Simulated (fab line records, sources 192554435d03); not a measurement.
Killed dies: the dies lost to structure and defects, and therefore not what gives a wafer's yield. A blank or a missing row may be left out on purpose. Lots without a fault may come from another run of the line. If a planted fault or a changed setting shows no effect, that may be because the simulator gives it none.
One fault through the eyes of 3 desks ; flow n5-finfet ; what lay behind the numbers comes last; until then each desk has only its own

## DESK OF THE TOOL OWNER: rie-metal-02
The tool's own readings at N5_BEOL_M3_HM_OPEN_17 (chemistry Cl2/BCl3, target TiN, target depth 20 nm, overetch 6 nm): means of the sampled wafers that have a number, for each lot that ran on this tool. Marked OUT: a lot whose mean sits more than 4 standard deviations from the usual mean, which makes it out of limits; the brackets give that distance.
Columns: A = bcl3-flow-sccm at N5_BEOL_M3_HM_OPEN_17, usual 21.76 sccm; B = bias-w at N5_BEOL_M3_HM_OPEN_17, usual 126.0 W; C = drypump-motor-current-A at N5_BEOL_M3_HM_OPEN_17, usual 5.8 A; D = oes-product-au at N5_BEOL_M3_HM_OPEN_17, usual 0.66 a.u.; E = throttle-valve-pct at N5_BEOL_M3_HM_OPEN_17, usual 21.93 %
lot;first seen here;A;B;C;D;E
L473;day 6 20:04;21.76;126.4;5.9;0.68;21.80
L477;day 7 20:31;21.78;125.4;5.5;0.75;21.69
L478;day 7 23:21;21.73;126.2;6.2;0.61;21.90
L479;day 8 15:32;21.73;126.3;6.2;0.60;21.90
L481;day 9 02:47;21.69;126.0;6.0;0.63;21.84
L486;day 10 10:11;21.75;125.9;5.5;0.72;21.71
L494;day 12 11:25;21.80;125.9;6.6;0.78;21.70
This desk's verdict: no lot among the 7 shows anything out of limits.

## FROM THE METROLOGY DESK
What the gauges read, lot by lot, whatever tool the lot ran on: means of the sampled wafers that have a number. Marked OUT: a lot whose mean sits more than 4 standard deviations from the usual mean, which makes it out of limits; the brackets give that distance. 7 of its 11 readings are shown, namely those furthest out on some lot.
Columns: A = cd-nm at N5_BEOL_M3_CD_MEAS_18, usual 18.1 nm; B = IOFF_P at N5_BEOL_M4_RC_MEAS_101, usual 0.24 nA/um; C = ION_N at N5_BEOL_M4_RC_MEAS_101, usual 677 uA/um; D = ION_P at N5_BEOL_M4_RC_MEAS_101, usual 464 uA/um; E = SS_N at N5_BEOL_M4_RC_MEAS_101, usual 72.0 mV/dec; F = SS_P at N5_BEOL_M4_RC_MEAS_101, usual 73.6 mV/dec; G = VT_P at N5_BEOL_M4_RC_MEAS_101, usual -249 mV
lot;first seen here;A;B;C;D;E;F;G
L473;day 6 20:30;18.6;0.24;684;468;72.2;73.2;-248
L474;day 7 04:48;18.1;0.24;679;462;72.8;74.4;-250
L475;day 7 14:04;18.1;0.20;684;468;72.3;73.2;-252
L476;day 7 17:22;18.6;0.22;664;453;72.4;74.1;-253
L477;day 7 20:47;18.2;0.24;669;467;71.6;73.5;-247
L478;day 7 23:32;17.9;0.22;680;464;72.1;73.6;-251
L479;day 8 15:43;17.9;0.24;671;465;71.7;74.1;-248
L480;day 8 21:56;18.3;0.24;662;456;71.2;73.6;-250
L481;day 9 02:58;17.9;0.27;676;464;72.0;73.6;-246
L485;day 10 06:42;17.9;0.20;676;464;71.2;73.1;-248
L486;day 10 10:28;18.1;0.22;673;455;72.1;73.8;-252
L494;day 12 11:36;17.7;0.21;695;467;72.0;73.7;-250
This desk's verdict: no lot among the 12 shows anything out of limits.

## THE DEFECT DESK
For each lot, the counts of the inspections along the route, averaged over the sampled wafers that have a number. Marked OUT: a lot whose mean sits more than 4 standard deviations from the usual mean, which makes it out of limits; the brackets give that distance.
Columns: A = raw-defect-count at N5_BEOL_M3_INSPECT_30, usual 387
lot;first seen here;A
L473;day 6 21:02;388
L474;day 7 05:20;370
L475;day 7 14:39;331
L476;day 7 17:55;442
L477;day 7 21:11;336
L478;day 8 00:04;327
L479;day 8 16:16;291
L480;day 8 22:20;289
L481;day 9 03:30;476
L485;day 10 07:07;550
L486;day 10 11:00;301
L494;day 12 12:08;373
This desk's verdict: no lot among the 12 shows anything out of limits.

## TAKEN TOGETHER
Nothing out of limits was seen by the tool owner's desk.
From the metrology desk's view, nothing was out of limits.
No out-of-limits result turned up at the defect desk.

## WHAT WAS PUT IN BY THE SIMULATOR
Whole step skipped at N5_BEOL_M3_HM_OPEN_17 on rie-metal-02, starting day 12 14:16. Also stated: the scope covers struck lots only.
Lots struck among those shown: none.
